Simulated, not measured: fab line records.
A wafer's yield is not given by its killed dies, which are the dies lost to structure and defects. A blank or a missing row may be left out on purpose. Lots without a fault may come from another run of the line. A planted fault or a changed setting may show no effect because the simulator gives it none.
A lot that was struck, set against a sound lot :: flow n5 finfet :: 14 out of 1938 route steps
Sound: these wafers, L457.4, L457.5, L457.6. Wafers L455.1, L455.3, L455.5 were the ones struck. The cause comes at the end.
Each step with rows lists, per side, the tool, then ch with its chambers, then its first start. Under that, the readings that differ: sound wafers :: struck wafers :: difference of the means :: sigmas: that difference in standard deviations of wafers without a fault.
alike: a reading whose means differ by less than 2 such deviations, as well as words and numbers matching on both sides. not compared: withheld readings; readings where some wafer has no value; bounds like >300 that might hide an equal value; numbers whose values overlap and for which the record gives no deviation.
The two part at a step that has a row with sigmas, a row that says differs or no value, or rows on one side only. Non-overlapping numbers with no deviation appear without sigmas and do not part them. A reading that every wafer of one side lacks parts them only if that side has two wafers or more.

N5_BEOL_M13_CMP_49: polishes, stops on SiOC, t overpolish 17.1 s, target thk 420 nm.
  sound on cmp-01 ch 0,3, day 16 15:09; struck on cmp-04 ch 0,1,2, day 16 04:12
  alike: barrier field endpoint s, motor current A, overpolish run s
N5_BEOL_M13_THK_MEAS_50: measures by xrf.
  sound on film metro-01 at day 16 15:25; struck on film metro-02 at day 16 04:28
  alike: M13_THK
then, 1 step without rows for these wafers: N5_BEOL_M13_PRE_CLEAN_52 (time 15 s).
N5_BEOL_M13_DEP_53: deposits SiCN from 3MS/NH3, target thk 50 nm, time 17.8 s.
  sound on pecvd-02 ch 0,1,2, day 16 15:29; struck on pecvd-03 ch 0,2, day 16 04:31
  alike: chamber pressure Torr, showerhead plenum p Torr, throttle valve pct
N5_BEOL_M13_RS_MEAS_54: measurement is done with a four-point probe.
  sound on film metro-02 at day 16 15:33; struck on film metro-01 at day 16 04:35
  alike: M13_RS
N5_BEOL_M13_INSPECT_55: inspects for defects (darkfield).
  sound on defect inspect-02 at day 16 15:35; struck on defect inspect-01 at day 16 04:37
  alike: raw defect count
N5_BEOL_M14_ILD_DEP_00: deposits SiO2 from TEOS/O2, target thk 1119.3 nm, time 237.4 s.
  sound on pecvd-01 ch 0,1,2, day 16 15:41; struck on pecvd-04 ch 1,2, day 16 04:39
  alike: chamber pressure Torr, heater power w, showerhead plenum p Torr, throttle valve pct
N5_BEOL_M14_THK_MEAS_01:
  sound on film metro-01 at day 16 15:48; struck on film metro-02 at day 16 04:50
  alike: M14_ILD_THK
then, 4 steps without rows for these wafers: N5_BEOL_M14_COAT_58 (time 60 s, resist thk 89 nm); N5_BEOL_M14_COAT_04 (resist thk 800 nm); N5_BEOL_M14_EBR_06; N5_BEOL_M14_SOFTBAKE_05 (time 60 s).
N5_BEOL_M14_EXPOSE_07: exposes mask V13.
  struck on krf scanner-01, day 16 05:05; sound on krf scanner-01 ch 0, day 16 15:57
  no value came back on the struck wafers for exposure dose mJ cm2, focus offset nm (nm); on the sound wafers exposure dose mJ cm2 reads 56.90 56.98 56.90
  alike: mask
then, 1 step without rows for these wafers: N5_BEOL_M14_PEB_08 (peb time 90 s).

== WHERE THEY PART ==
Only at N5_BEOL_M14_EXPOSE_07, within this record.

WHY: what had been put in by the simulator
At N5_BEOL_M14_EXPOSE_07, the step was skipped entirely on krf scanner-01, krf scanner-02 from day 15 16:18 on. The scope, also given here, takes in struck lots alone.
